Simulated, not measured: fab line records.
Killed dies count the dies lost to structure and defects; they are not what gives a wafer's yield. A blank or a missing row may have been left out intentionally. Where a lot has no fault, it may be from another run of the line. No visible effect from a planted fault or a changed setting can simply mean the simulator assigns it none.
Comparing a struck lot with a sound one -- flow nand harc -- 14 steps out of a route of 1302
Sound: wafers L215.1, L215.4, L215.6. Struck: wafer L226.2. (L226.1, L226.3 of the same lot were not struck and are left out.) The cause comes at the end.
Per side, at each step with rows, come the tool, then ch with its chambers, and then its first start. Under that, the readings that differ: sound wafers -- struck wafers -- difference of the means -- sigmas: that difference in standard deviations of wafers without a fault.
alike: same words and numbers on both sides, and readings whose means sit less than 2 such deviations apart. not compared: any withheld reading, any reading some wafer has no value for, any bound like >300 that may hide the same value, and any number with overlapping values for which the record gives no deviation.
Wherever a step has rows on one side only, a row that says differs or no value, or a row with sigmas, the two part there. Numbers that don't overlap but have no deviation are shown without sigmas and don't part them. Lack of a reading on every wafer of one side parts them only where that side has two or more wafers.

first, 4 steps without rows for these wafers: NHARC_P_CONTACT_EBR_08; NHARC_P_CONTACT_EXPOSE_09 (exposes mask P CA, target cd 90 nm); NHARC_P_CONTACT_PEB_10 (peb time 65 s); NHARC_P_CONTACT_DEVELOP_11 (develop time 35 s).
NHARC_P_CONTACT_CD_MEAS_12: target cd 90 nm.
  sound on cd sem-01 ch 0, day 7 03:25; struck on cd sem-02 ch 0, day 12 01:44
  alike: cd nm
NHARC_P_CONTACT_OVL_MEAS_13:
  sound on overlay-01, day 7 03:31; struck on overlay-02, day 12 01:49
  alike: overlay x nm, overlay y nm
NHARC_P_CONTACT_INSPECT_14:
  sound on defect inspect-01, day 7 03:32; struck on defect inspect-02, day 12 01:51
  alike: raw defect count
NHARC_P_CONTACT_DESCUM_17: chemistry O2, time 3 s.
  sound on rie diel-13 ch 1,2,3, day 7 03:38; struck on rie diel-06 ch 1, day 12 01:55
  alike: drypump motor current A, oes product au, rf vpp V, showerhead plenum p Torr, throttle valve pct
  not compared: rf hours counter h
NHARC_P_CONTACT_ETCH_35: etches the open film in CF4, target depth 39 nm, time 65 s.
  sound on rie diel-13 ch 0,2,3, day 7 03:43; struck on rie diel-06 ch 0, day 12 02:00
  alike: cf4 flow sccm, drypump motor current A, oes product au, rf vpp V, showerhead plenum p Torr, throttle valve pct
  not compared: over etch frac, rf hours counter h
NHARC_P_CONTACT_ETCH_36: etches the open film in N2/H2, target depth 260 nm, time 406.25 s.
  sound: rie diel-13 ch 0,1,2; struck: rie diel-06 ch 1
  alike: drypump motor current A, oes product au, rf vpp V, showerhead plenum p Torr, throttle valve pct
  not compared: over etch frac, rf hours counter h
NHARC_P_CONTACT_ETCH_18: etches the open film in C4F8/O2/Ar, target depth 481 nm, time 240.5 s.
  sound: rie diel-13 ch 0,1; struck: rie diel-06 ch 0
  alike: oes product au, rf vpp V
  not compared: rf hours counter h
then, 1 step without rows for these wafers: NHARC_P_CONTACT_STRIP_37 (strips in C4F8/O2/Ar).
NHARC_P_CONTACT_ETCH_31: etches the open film in CH3F/O2, target depth 30 nm, time 85.7 s.
  sound on rie diel-13 ch 0,1,2, day 7 04:23; struck on rie diel-06 ch 3, day 12 02:40
reading,sound,struck,difference,sigmas
over etch frac,1 1 1,3.645,+2.645,
  alike: drypump motor current A, oes product au, rf vpp V, showerhead plenum p Torr, throttle valve pct
  not compared: rf hours counter h
NHARC_P_CONTACT_CD_MEAS_19:
  sound on cd sem-01, day 7 04:30; struck on cd sem-03, day 12 02:47
  alike: cd nm

== WHERE THEY PART ==
Nowhere in this record.

WHY: the cause the simulator had injected
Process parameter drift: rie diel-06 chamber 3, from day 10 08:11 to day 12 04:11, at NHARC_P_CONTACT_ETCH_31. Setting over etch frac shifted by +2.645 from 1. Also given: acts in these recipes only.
